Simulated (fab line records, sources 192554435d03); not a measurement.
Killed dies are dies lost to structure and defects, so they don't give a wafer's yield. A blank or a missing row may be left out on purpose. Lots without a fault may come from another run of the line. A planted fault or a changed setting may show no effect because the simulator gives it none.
Chamber matching | flow n5_finfet | N5_FIN_SAQP_ETCH_34 on rie_diel-04: 4 sister chambers
The step etches SiO2 in C4F6/O2, target depth 45 nm, time 15 s. 4 wafers are shown with their chamber, then 8 later ones without.

WAFERS WITH THEIR CHAMBER
wafer  | chamber | drypump_motor_current_A (A)
L075.6 | 0       | 5.0
L084.1 | 2       | 6.3
L084.2 | 3       | 6.3
L090.1 | 1       | 5.8

WAFERS WITHOUT THEIR CHAMBER
wafer  | drypump_motor_current_A (A)
L090.2 | 6.2
L090.3 | 5.0
L096.1 | 6.2
L096.2 | 5.8
L096.6 | 6.3
L097.1 | 6.3
L097.3 | 5.8
L097.5 | 5.0

WHICH CHAMBER EACH WENT THROUGH
wafer  | from the rows above     | in truth
L090.2 | can't be placed: 2 or 3 | 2
L090.3 | 0                       | 0
L096.1 | can't be placed: 2 or 3 | 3
L096.2 | 1                       | 1
L096.6 | can't be placed: 2 or 3 | 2
L097.1 | can't be placed: 2 or 3 | 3
L097.3 | 1                       | 1
L097.5 | 0                       | 0
Placed correctly: 4 of 8. Can't be placed from these rows: 4 (the true chamber is among the candidates in 4). Placed wrongly: 0.
How it was worked out, from the rows above alone: a wafer's distance from a chamber is the root of the sum, over the readings, of the square of ((its reading less the chamber's mean) divided by the reading's scatter). The wafer belongs to the nearest chamber; if the next one is less than 2 further off, it can't be placed. A chamber's mean is the mean of its shown wafers. The scatter: with one shown wafer a chamber, the root of the mean of the squares of how far each hidden wafer lies from its nearest shown one.
